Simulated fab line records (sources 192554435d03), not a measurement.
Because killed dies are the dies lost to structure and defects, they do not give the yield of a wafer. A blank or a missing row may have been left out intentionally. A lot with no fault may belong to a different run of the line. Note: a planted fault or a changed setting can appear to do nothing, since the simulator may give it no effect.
Matching of chambers    flow n5 finfet    rie diel-03 running N5_BEOL_M3_ETCH_69: 3 sister chambers
The step etches SiARC in CF4, target depth 15.6 nm, time 26 s. 3 wafers are shown with their chamber, then 6 later ones without.

EACH WAFER AND ITS CHAMBER
wafer   chamber  showerhead plenum p Torr (Torr)
L083.2  3        2.13
L083.6  0        2.10
L088.5  1        2.19

WAFERS WITHOUT THEIR CHAMBER
wafer   showerhead plenum p Torr (Torr)
L088.6  2.12
L094.1  2.09
L094.5  2.19
L095.1  2.09
L095.3  2.19
L095.4  2.09

THE CHAMBER EACH PASSED THROUGH
wafer   from the rows above      in truth
L088.6  can't be placed: 3 or 0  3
L094.1  0                        0
L094.5  1                        1
L095.1  0                        0
L095.3  1                        1
L095.4  0                        0
Placed correctly: 5 of 6. Can't be placed from these rows: 1 (the true chamber is among the candidates in 1). Wrongly placed: 0.
How it was worked out, from the rows above alone: a wafer's distance from a chamber is the root of the sum, over the readings, of the square of ((its reading less the chamber's mean) divided by the reading's scatter). If the next closest chamber is less than 2 further off than the closest, the wafer can't be placed; otherwise it belongs to the closest. A chamber's mean is the mean of its shown wafers. The scatter (one wafer shown for each chamber): square how far every hidden wafer sits from the nearest shown wafer, average those squares and take the square root.
